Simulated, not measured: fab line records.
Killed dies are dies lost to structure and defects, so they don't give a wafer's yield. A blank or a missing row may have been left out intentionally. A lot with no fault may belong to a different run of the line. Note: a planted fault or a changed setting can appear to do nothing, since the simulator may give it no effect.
Chamber matching + flow n5-finfet + N5_BEOL_M0_SAQP_ETCH_101 on rie-diel-01 has 4 sister chambers
The step etches SiNx in CH3F/O2, target depth 29.9 nm, time 42.7 s. 4 wafers are shown with their chamber, then 9 later ones without.

WAFERS PAIRED WITH THEIR CHAMBERS
| wafer  | chamber | showerhead-plenum-p-Torr (Torr) |
|--------|---------|---------------------------------|
| L075.4 | 3       | 1.99                            |
| L088.1 | 2       | 1.94                            |
| L088.2 | 1       | 1.89                            |
| L088.4 | 0       | 2.02                            |

WAFERS WITHOUT THEIR CHAMBER
| wafer  | showerhead-plenum-p-Torr (Torr) |
|--------|---------------------------------|
| L092.1 | 1.93                            |
| L092.2 | 1.98                            |
| L092.4 | 2.02                            |
| L094.1 | 2.01                            |
| L094.3 | 1.89                            |
| L094.4 | 1.98                            |
| L095.3 | 1.89                            |
| L095.4 | 2.01                            |
| L095.6 | 1.93                            |

CHAMBER TAKEN BY EACH
| wafer  | from the rows above     | in truth |
|--------|-------------------------|----------|
| L092.1 | 2                       | 2        |
| L092.2 | 3                       | 3        |
| L092.4 | 0                       | 0        |
| L094.1 | can't be placed: 0 or 3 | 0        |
| L094.3 | 1                       | 1        |
| L094.4 | 3                       | 3        |
| L095.3 | 1                       | 1        |
| L095.4 | can't be placed: 0 or 3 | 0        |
| L095.6 | 2                       | 2        |
Correct placement for 7 of the 9. These rows do not allow placing 2 (true chamber among the candidates in 2). Placed wrongly: 0.
How it was worked out, from the rows above alone: a wafer's distance from a chamber is the root of the sum, over the readings, of the square of ((its reading less the chamber's mean) divided by the reading's scatter). If the next closest chamber is less than 2 further off than the closest, the wafer can't be placed; otherwise it belongs to the closest. A chamber's mean is the mean of its shown wafers. The scatter: root of mean squared gap, hidden wafer to nearest shown wafer, with one shown wafer a chamber.
